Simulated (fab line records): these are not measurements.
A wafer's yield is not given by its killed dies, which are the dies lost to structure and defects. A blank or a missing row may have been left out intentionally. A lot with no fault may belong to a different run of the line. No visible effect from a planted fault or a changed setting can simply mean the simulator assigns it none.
Split-lot study -- flow n5 finfet -- 21 wafers read across 7 lots, on a route 1938 steps long

## ABOUT THE SPLIT
At N5_BEOL_M15_TRENCH_ETCH_34 (etches SiO2 in C4F8/O2/Ar, target depth 872.93 nm, time 199 s), the setting time s was moved away from the recipe's 199 s on 9 of the 21 wafers read, by -18.8% to +16.7%. The other wafers ran this setting at the recipe's value.

## FROM THE SPLIT TO THE READING: what the file shows between them, 7 steps
- N5_BEOL_M15_STRIP_36: strips in O2
- N5_BEOL_M15_ECD_47: material Cu, target thk 1860 nm
- N5_BEOL_M15_ANNEAL_48: time 90 s
- N5_BEOL_M15_CMP_49: polishes, stops on SiO2, t overpolish 4.9 s, target thk 850 nm
- N5_BEOL_M15_THK_MEAS_50: measures by xrf
- N5_BEOL_M15_PRE_CLEAN_52: time 15 s
- N5_BEOL_M15_DEP_53: deposits SiCN from 3MS/NH3, target thk 50 nm, time 17.8 s

## THE READING
M15_RS in ohm/sq, measured at N5_BEOL_M15_RS_MEAS_54 by four-point-probe. Fault-free wafers of this fab line usually give 0.0216 ohm/sq, standard deviation 0.0005 ohm/sq.

wafer,"tool, chamber at the split","time s as run, s",against the recipe,"M15_RS, ohm/sq",against lot-mates on the recipe
L078.1,"rie diel-05, 0",231.9,+16.5%,0.0178,-0.0042
L078.2,"rie diel-05, 2",231.9,+16.5%,0.0189,-0.0031
L078.3,"rie diel-05, 3",199,recipe,0.0220,-
L081.2,"rie diel-05, 0",232.2,+16.7%,0.0178,-0.0037
L081.4,"rie diel-05, 3",199,recipe,0.0222,-
L081.5,"rie diel-05, 0",199,recipe,0.0208,-
L082.1,"rie diel-03, 3",217.8,+9.4%,0.0202,-0.0017
L082.5,"rie diel-03, 0",217.8,+9.4%,0.0204,-0.0015
L082.6,"rie diel-03, 3",199,recipe,0.0219,-
L088.1,"rie diel-06, 0",161.6,-18.8%,0.0274,+0.0054
L088.4,"rie diel-06, 1",161.6,-18.8%,0.0266,+0.0046
L088.6,"rie diel-06, 0",199,recipe,0.0220,-
L087.1,"rie diel-05, 1",199,recipe,0.0214,-
L087.3,"rie diel-05, 0",199,recipe,0.0211,-
L087.4,"rie diel-05, 3",199,recipe,0.0219,-
L090.2,"rie diel-03, 1",187.4,-5.8%,0.0235,+0.0026
L090.4,"rie diel-03, 2",199,recipe,0.0209,-
L090.5,"rie diel-03, 1",187.4,-5.8%,0.0233,+0.0024
L097.1,"rie diel-06, 3",199,recipe,0.0210,-
L097.5,"rie diel-06, 0",199,recipe,0.0221,-
L097.6,"rie diel-06, 3",199,recipe,0.0211,-

THE FIT
A straight line over all 21 wafers: M15_RS changes by -0.000239 ohm/sq for each +1% of time s; r = -0.96; the points scatter about the line by 0.00063 ohm/sq.
The same after taking each lot's own level away (the mean of its wafers on the recipe; 21 wafers): -0.000245 ohm/sq for each +1%; r = -0.97; scatter 0.00055 ohm/sq.
According to that fit, moving time s by its largest amount changes the reading by 0.0046 ohm/sq.
From 0.02090 to 0.02200 ohm/sq: that is the span of the lots' own levels, equal to 2.2 times the standard deviation above.
The two slopes are in agreement: the lot-to-lot level therefore moves the slope only a little.
Check: for one of the wafers moved furthest among these (-18.8%), held out of the fit, the line's prediction against its lot-mates is +0.00466 ohm/sq. It came out at +0.0054 ohm/sq against them.

## THESE WAFERS: OTHER SPLITS
Before the reading, these wafers also passed through other splits. Each is held against what the fit with the lots' levels taken away leaves over:
other split on the same wafers,wafers away from the commonest value,r with M15_RS (lot level and that fit taken away)
N5_BEOL_M13_ILD_DEP_00 time s,10,+0.55
N5_BEOL_M13_ETCH_68 time s,10,+0.10

## THE WHOLE CHAIN: every reading that the file lists as answering this split, in the file's order
step,what it does,reading,change (the file's fit),r (the file's)
N5_BEOL_M15_TRENCH_ETCH_34,"etches SiO2 in C4F8/O2/Ar, target depth 872.93 nm, time 199 s","etch.depth nm (the simulator's own value, which no gauge read)",+9.31 nm for each +1% of the setting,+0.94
N5_BEOL_M15_TRENCH_ETCH_34,"etches SiO2 in C4F8/O2/Ar, target depth 872.93 nm, time 199 s","coat_of_BEOL_M15_COAT_22.thk nm (the simulator's own value, which no gauge read)",-1.81 nm for each +1% of the setting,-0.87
N5_BEOL_M15_CMP_49,"polishes, stops on SiO2, t overpolish 4.9 s, target thk 850 nm","Cu_of_BEOL_M15_ECD_47.thk nm (the simulator's own value, which no gauge read)",+9.35 nm for each +1% of the setting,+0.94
N5_BEOL_M15_THK_MEAS_50,measures by xrf,M15_THK,+9.46 for each +1% of the setting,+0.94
N5_BEOL_M15_RS_MEAS_54,measures by four-point-probe,M15_RS,-0.00024 for each +1% of the setting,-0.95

## FILE'S OWN FIT
M15_RS changes by -0.00024 ohm/sq for each +1% of time s, r = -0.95.
